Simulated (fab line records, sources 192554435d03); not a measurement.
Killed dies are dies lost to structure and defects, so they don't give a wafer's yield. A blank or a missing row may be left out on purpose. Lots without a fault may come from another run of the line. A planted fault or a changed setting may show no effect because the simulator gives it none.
Chamber matching | flow n5_finfet | N5_BEOL_M9_CURE_71 on uv_cure-02: 3 sister chambers
The step cures SiCOH lowk, time 240 s. 20 wafers are shown with their chamber, then 10 later ones without.

WAFERS WITH THEIR CHAMBER
wafer  | chamber | wafer_temp_C_max | lamp_power_pct (%)
L074.2 | 0       | 386.8            | 52.24
L074.5 | 0       | 388.3            | 52.37
L074.6 | 0       | 387.2            | 52.31
L077.2 | 2       | 386.9            | 52.33
L077.3 | 2       | 387.3            | 52.24
L077.6 | 2       | 387.5            | 52.25
L079.1 | 0       | 386.3            | 52.28
L079.4 | 0       | 386.9            | 52.32
L079.5 | 0       | 386.8            | 52.42
L080.1 | 0       | 387.1            | 52.25
L080.3 | 0       | 387.2            | 52.27
L080.6 | 0       | 386.3            | 52.20
L084.1 | 2       | 386.4            | 52.29
L084.4 | 2       | 387.3            | 52.41
L084.5 | 2       | 387.5            | 52.27
L087.4 | 1       | 387.8            | 52.29
L087.5 | 1       | 387.7            | 52.28
L087.6 | 1       | 387.9            | 52.23
L090.3 | 1       | 388.2            | 52.34
L090.4 | 1       | 387.8            | 52.33

SIGNATURES (means of the wafers above)
reading          | chamber 0 | chamber 1 | chamber 2 | scatter within a chamber
wafer_temp_C_max | 386.989   | 387.880   | 387.150   | 0.48
lamp_power_pct   | 52.2956   | 52.2940   | 52.2983   | 0.0618
Rule: a wafer's distance from a chamber is the root of the sum, over the readings, of the square of ((its reading less the chamber's mean) divided by the reading's scatter). The wafer belongs to the nearest chamber; if the next one is less than 2 further off, it can't be placed. The scatter: the root of (the sum of the squares of (reading less its chamber's mean) over the shown wafers, divided by (wafers less chambers)).

WAFERS WITHOUT THEIR CHAMBER
wafer  | wafer_temp_C_max | lamp_power_pct (%)
L090.5 | 387.5            | 52.39
L093.3 | 387.3            | 52.19
L093.4 | 387.0            | 52.35
L093.6 | 387.9            | 52.25
L097.1 | 387.5            | 52.38
L097.2 | 387.1            | 52.34
L097.6 | 386.8            | 52.45
L097.3 | 386.9            | 52.32
L097.4 | 387.3            | 52.27
L097.5 | 387.0            | 52.38

WHICH CHAMBER EACH WENT THROUGH
wafer  | from the rows above          | in truth
L090.5 | can't be placed: 2 or 1 or 0 | 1
L093.3 | can't be placed: 2 or 0 or 1 | 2
L093.4 | can't be placed: 0 or 2 or 1 | 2
L093.6 | can't be placed: 1 or 2 or 0 | 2
L097.1 | can't be placed: 2 or 1 or 0 | 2
L097.2 | can't be placed: 2 or 0 or 1 | 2
L097.6 | can't be placed: 0 or 2 or 1 | 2
L097.3 | can't be placed: 0 or 2 or 1 | 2
L097.4 | can't be placed: 2 or 0 or 1 | 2
L097.5 | can't be placed: 2 or 0 or 1 | 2
Placed correctly: 0 of 10. Can't be placed from these rows: 10 (the true chamber is among the candidates in 10). Placed wrongly: 0.
